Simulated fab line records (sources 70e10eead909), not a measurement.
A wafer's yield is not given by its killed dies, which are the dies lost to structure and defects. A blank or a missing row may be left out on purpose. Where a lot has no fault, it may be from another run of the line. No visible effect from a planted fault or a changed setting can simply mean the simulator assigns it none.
Which tool did it? | flow nand_harc | 30 wafers from 10 lots sampled at 9 of the route's 1302 steps

## WHAT THE GAUGES READ, wafer by wafer
NHARC_A_CHANNEL_HOLE_D1_CD_MEAS_10: the cd target is 100 nm. Usual: cd_nm at 100.0 nm, with a standard deviation of 0.43.
lot  | measured     | on        | cd_nm (nm)        | flag
L749 | day 8 13:23  | cd_sem-03 | 100.5 100.0 100.0 |
L750 | day 8 19:41  | cd_sem-01 | 100.1 100.5 99.4  |
L751 | day 9 10:34  | cd_sem-02 | 99.9 100.2 99.8   |
L758 | day 12 03:03 | cd_sem-03 | 100.4 100.2 101.0 |
L763 | day 14 12:00 | cd_sem-02 | 100.5 100.5 100.5 |
L766 | day 15 10:32 | cd_sem-01 | 93.4 93.4 100.8   | OFF
L767 | day 16 07:12 | cd_sem-02 | 92.5 92.0 99.3    | OFF
L770 | day 17 01:38 | cd_sem-03 | 100.6 99.9 99.9   |
L769 | day 17 01:47 | cd_sem-03 | 100.2 99.7 100.3  |
L772 | day 18 09:37 | cd_sem-03 | 100.2 100.3 100.7 |

NHARC_A_CHANNEL_HOLE_D1_CD_MEAS_18. Usual: cd_nm at 98.8 nm, with a standard deviation of 1.6.
lot  | measured     | on        | cd_nm (nm)       | flag
L749 | day 8 14:40  | cd_sem-03 | 98.7 97.9 98.4   |
L750 | day 8 20:59  | cd_sem-03 | 99.4 98.2 96.2   |
L751 | day 9 11:52  | cd_sem-03 | 97.6 99.1 96.4   |
L758 | day 12 04:21 | cd_sem-01 | 97.2 98.4 98.3   |
L763 | day 14 13:18 | cd_sem-01 | 98.7 99.7 102.1  |
L766 | day 15 12:16 | cd_sem-01 | 92.5 92.1 100.5  |
L767 | day 16 08:29 | cd_sem-02 | 91.0 91.1 99.3   | OFF
L770 | day 17 03:05 | cd_sem-02 | 100.0 98.4 98.5  |
L769 | day 17 03:31 | cd_sem-02 | 99.3 100.7 100.2 |
L772 | day 18 10:55 | cd_sem-02 | 98.2 99.1 97.8   |

NHARC_A_CHANNEL_HOLE_D1_CD_MEAS_30. Usual: cd_nm at 90.0 nm, with a standard deviation of 1.1.
lot  | measured     | on        | cd_nm (nm)     | flag
L749 | day 8 20:38  | cd_sem-01 | 92.4 89.2 90.7 |
L750 | day 9 02:34  | cd_sem-01 | 89.3 89.9 89.2 |
L751 | day 9 18:35  | cd_sem-03 | 89.0 89.2 89.5 |
L758 | day 12 10:26 | cd_sem-02 | 90.3 88.9 90.0 |
L763 | day 14 23:25 | cd_sem-01 | 89.8 89.8 91.5 |
L766 | day 15 18:01 | cd_sem-01 | 84.0 83.0 91.2 | OFF
L767 | day 16 15:15 | cd_sem-03 | 82.7 81.7 88.2 | OFF
L770 | day 17 11:47 | cd_sem-02 | 91.1 91.7 88.8 |
L769 | day 17 15:44 | cd_sem-03 | 91.9 90.5 91.1 |
L772 | day 18 16:31 | cd_sem-03 | 89.3 89.8 91.3 |

NHARC_END_SORT_01. Usual: killed_at_array 46, standard deviation 15; killed_at_other 0.8, standard deviation 1.1; killed_at_periphery 4.0, standard deviation 2.9; killed_dies 50, standard deviation 15; killed_open 3.2, standard deviation 1.8; killed_short 2.3, standard deviation 1.6.
lot  | measured     | on        | killed_at_array | killed_at_other | killed_at_periphery | killed_dies | killed_open | killed_short | flag
L767 | day 32 21:47 | prober-02 | 48              | 1               | 3                   | 52          | 2           | 2            |

## WHICH TOOL RAN EACH LOT (tool, then ch and the chambers of the sampled wafers, then the start)
lot  | NHARC_A_CHANNEL_HOLE_D1_DEP_00 | NHARC_A_CHANNEL_HOLE_D1_PEB_08    | NHARC_A_CHANNEL_HOLE_D1_ETCH_20  | NHARC_A_CHANNEL_HOLE_D1_STRIP_27              | NHARC_A_CHANNEL_HOLE_D1_XSEM_31
L749 | acl_dep-01 ch 0, day 8 10:44   | litho_track-04 ch 0, day 8 13:18  | har_etch-01 ch 0,1, day 8 15:13  | rie_diel-05 ch 0,2,3, day 8 20:38 or earlier  | xsem-02 ch 0, day 8 20:44
L750 | acl_dep-01 ch 0, day 8 17:00   | litho_track-06 ch 0, day 8 19:37  | har_etch-02 ch 0,1, day 8 21:10  | rie_diel-12 ch 2,3, day 9 02:34 or earlier    | xsem-01 ch 0, day 9 02:40
L751 | acl_dep-03 ch 0, day 9 08:14   | litho_track-06 ch 0, day 9 10:29  | har_etch-02 ch 0,1, day 9 13:13  | rie_diel-12 ch 0,1,2, day 9 18:35 or earlier  | xsem-02 ch 0, day 9 18:41
L758 | acl_dep-03 ch 0, day 12 00:32  | litho_track-04 ch 0, day 12 02:59 | har_etch-02 ch 0,1, day 12 04:32 | rie_diel-05 ch 0,1,2, day 12 10:26 or earlier | xsem-01 ch 0, day 12 10:31
L763 | acl_dep-01 ch 0, day 14 09:17  | litho_track-04 ch 0, day 14 11:55 | har_etch-02 ch 1, day 14 13:59   | rie_diel-12 ch 0,1,2, day 14 23:25 or earlier | xsem-01 ch 0, day 14 23:29
L766 | acl_dep-03 ch 0, day 15 07:51  | litho_track-04 ch 0, day 15 10:27 | har_etch-01 ch 0,1, day 15 12:37 | rie_diel-05 ch 0,1,2, day 15 18:01 or earlier | xsem-01 ch 0, day 15 18:07
L767 | acl_dep-01 ch 0, day 16 04:35  | litho_track-04 ch 0, day 16 07:07 | har_etch-01 ch 0,1, day 16 09:49 | rie_diel-12 ch 0,1,2, day 16 15:15 or earlier | xsem-02 ch 0, day 16 15:20
L770 | acl_dep-02 ch 0, day 16 22:59  | litho_track-01 ch 0, day 17 01:33 | har_etch-01 ch 0,1, day 17 06:18 | rie_diel-01 ch 0,2, day 17 11:47 or earlier   | xsem-02 ch 0, day 17 11:53
L769 | acl_dep-01 ch 0, day 16 23:08  | litho_track-06 ch 0, day 17 01:42 | har_etch-02 ch 1, day 17 10:11   | rie_diel-12 ch 0,2, day 17 15:44 or earlier   | xsem-01 ch 0, day 17 15:49
L772 | acl_dep-01 ch 0, day 18 06:59  | litho_track-06 ch 0, day 18 09:32 | har_etch-02 ch 0,1, day 18 11:06 | rie_diel-12 ch 0,1,2, day 18 16:31 or earlier | xsem-02 ch 0, day 18 16:36
- NHARC_A_CHANNEL_HOLE_D1_DEP_00: deposits aC, target thk 3100 nm.
- NHARC_A_CHANNEL_HOLE_D1_PEB_08: peb time 65 s.
- NHARC_A_CHANNEL_HOLE_D1_ETCH_20: etches the open film in C4F8/O2/Ar, time 361.9 s, target depth 1600 nm.
- NHARC_A_CHANNEL_HOLE_D1_STRIP_27: strips in O2.
- NHARC_A_CHANNEL_HOLE_D1_XSEM_31

## WHAT THE TOOLS THEMSELVES READ (means of the sampled wafers that have a number; where no wafer has one, the mark that the record gives instead)
NHARC_A_CHANNEL_HOLE_D1_DEP_00. Usual: throttle_valve_pct at 34.999 %, with a standard deviation of 0.0091.
lot  | tool       | throttle_valve_pct (%) | flag
L749 | acl_dep-01 | 34.996                 |
L750 | acl_dep-01 | 35.001                 |
L751 | acl_dep-03 | 35.000                 |
L758 | acl_dep-03 | 34.994                 |
L763 | acl_dep-01 | 34.996                 |
L766 | acl_dep-03 | 34.998                 |
L767 | acl_dep-01 | 35.003                 |
L770 | acl_dep-02 | 35.000                 |
L769 | acl_dep-01 | 34.997                 |
L772 | acl_dep-01 | 34.998                 |

NHARC_A_CHANNEL_HOLE_D1_PEB_08. Usual: heater_power_total_W 156.6 W, standard deviation 0.43; resist_line_temp_C 23.03 C, standard deviation 0.11.
lot  | tool           | heater_power_total_W (W) | resist_line_temp_C (C) | flag
L749 | litho_track-04 | 156.8                    | 23.02                  |
L750 | litho_track-06 | 157.0                    | 23.04                  |
L751 | litho_track-06 | 156.9                    | 22.94                  |
L758 | litho_track-04 | 156.5                    | 23.06                  |
L763 | litho_track-04 | 156.6                    | 23.24                  |
L766 | litho_track-04 | 171.3                    | 23.06                  | OFF
L767 | litho_track-04 | 171.9                    | 23.10                  | OFF
L770 | litho_track-01 | 156.8                    | 23.05                  |
L769 | litho_track-06 | 156.6                    | 23.01                  |
L772 | litho_track-06 | 156.4                    | 22.99                  |

NHARC_A_CHANNEL_HOLE_D1_ETCH_20. Usual: drypump_motor_current_A 5.8 A, standard deviation 0.69; showerhead_plenum_p_Torr 3.70 Torr, standard deviation 0.14; throttle_valve_pct 32.155 %, standard deviation 0.0095.
lot  | tool        | drypump_motor_current_A (A) | showerhead_plenum_p_Torr (Torr) | throttle_valve_pct (%) | flag
L749 | har_etch-01 | 5.1                         | 3.78                            | 32.161                 |
L750 | har_etch-02 | 6.3                         | 3.67                            | 32.156                 |
L751 | har_etch-02 | 6.3                         | 3.66                            | 32.155                 |
L758 | har_etch-02 | 6.3                         | 3.65                            | 32.156                 |
L763 | har_etch-02 | 6.1                         | 3.73                            | 32.153                 |
L766 | har_etch-01 | 5.2                         | 3.78                            | 32.150                 |
L767 | har_etch-01 | 5.2                         | 3.78                            | 32.152                 |
L770 | har_etch-01 | 5.2                         | 3.76                            | 32.157                 |
L769 | har_etch-02 | 6.1                         | 3.71                            | 32.171                 |
L772 | har_etch-02 | 6.5                         | 3.85                            | 32.164                 |

NHARC_A_CHANNEL_HOLE_D1_STRIP_27. Usual: drypump_motor_current_A 5.8 A, standard deviation 0.47; oes_product_au 0.995 a.u., standard deviation 0.0082; rf_vpp_V 57.9 V, standard deviation 0.73; showerhead_plenum_p_Torr 3.53 Torr, standard deviation 0.11; throttle_valve_pct 17.037 %, standard deviation 0.0079.
lot  | tool        | drypump_motor_current_A (A) | oes_product_au (a.u.) | rf_vpp_V (V) | showerhead_plenum_p_Torr (Torr) | throttle_valve_pct (%) | flag
L749 | rie_diel-05 | 5.2                         | 1.001                 | 58.3         | 3.61                            | 17.041                 |
L750 | rie_diel-12 | 6.0                         | 0.992                 | 56.9         | 3.44                            | 17.037                 |
L751 | rie_diel-12 | 5.8                         | 0.994                 | 58.3         | 3.53                            | 17.032                 |
L758 | rie_diel-05 | 5.4                         | 0.995                 | 57.7         | 3.57                            | 17.027                 |
L763 | rie_diel-12 | 5.8                         | 1.002                 | 57.3         | 3.53                            | 17.036                 |
L766 | rie_diel-05 | 5.4                         | 0.995                 | 58.3         | 3.55                            | 17.041                 |
L767 | rie_diel-12 | 5.8                         | 0.998                 | 57.9         | 3.53                            | 17.042                 |
L770 | rie_diel-01 | 5.5                         | 1.012                 | 58.0         | 3.58                            | 17.039                 |
L769 | rie_diel-12 | 6.0                         | 0.994                 | 58.0         | 3.52                            | 17.038                 |
L772 | rie_diel-12 | 5.8                         | 0.994                 | 58.7         | 3.53                            | 17.037                 |

NHARC_A_CHANNEL_HOLE_D1_XSEM_31. Usual: bot_cd_nm 74.6 nm, standard deviation 1.2; bow_nm 8.7 nm, standard deviation 0.35; tilt_deg 0.09 degrees, standard deviation 0.049.
lot  | tool    | bot_cd_nm (nm) | bow_nm (nm) | tilt_deg (degrees) | flag
L749 | xsem-02 | 76.1           | 8.5         | 0.09               |
L750 | xsem-01 | 74.3           | 8.3         | 0.09               |
L751 | xsem-02 | 73.6           | 8.1         | 0.08               |
L758 | xsem-01 | 74.2           | 8.7         | 0.05               |
L763 | xsem-01 | 74.7           | 9.0         | 0.03               |
L766 | xsem-01 | 70.5           | 8.8         | 0.21               | OFF
L767 | xsem-02 | 68.9           | 8.0         | 0.11               | OFF
L770 | xsem-02 | 74.2           | 9.2         | 0.09               |
L769 | xsem-01 | 76.9           | 9.2         | 0.07               |
L772 | xsem-02 | 74.5           | 9.0         | 0.14               |

## THE ANSWER, worked out from the rows above alone
Rule: a lot counts as off when the mean over its wafers that have a number is more than 3 standard deviations away from the usual mean. A lot without any number at a reading at which 4 lots or more have one is off too. Where the step has rows for the other lots, those lots are counted as sound. The gauges are gone through in route order, then the tools' own readings, and for those a lot's mean is taken as printed above. The first step at which some lot is off is used, and at that step the reading that is off furthest; a lot without a number counts as furthest.
Off: L766, L767 (NHARC_A_CHANNEL_HOLE_D1_CD_MEAS_10, cd_nm).
If a tool, at a process step before that reading, ran all the lots that are off and no sound lot after the first of them, it fits. Not tried: the gauges at NHARC_A_CHANNEL_HOLE_D1_CD_MEAS_10; whatever is off there is also off at NHARC_A_CHANNEL_HOLE_D1_PEB_08, on other tools, and gauge error can't account for it. One fits: NHARC_A_CHANNEL_HOLE_D1_PEB_08 on litho_track-04. Its last sound lot is L763 (day 14 11:55), its first lot that is off L766 (day 15 10:27): a fault that began between those two fits.
The tool's own readings at NHARC_A_CHANNEL_HOLE_D1_PEB_08 bear it out: on the lots that are off they differ by more than 5 times the standard deviation of the sound lots' means. heater_power_total_W reads 171.6 W there against 156.7 W on the sound lots.

## WHAT WAS PUT IN BY THE SIMULATOR
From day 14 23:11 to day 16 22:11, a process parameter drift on litho_track-04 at NHARC_A_CHANNEL_HOLE_D1_PEB_08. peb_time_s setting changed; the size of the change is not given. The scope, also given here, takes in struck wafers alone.
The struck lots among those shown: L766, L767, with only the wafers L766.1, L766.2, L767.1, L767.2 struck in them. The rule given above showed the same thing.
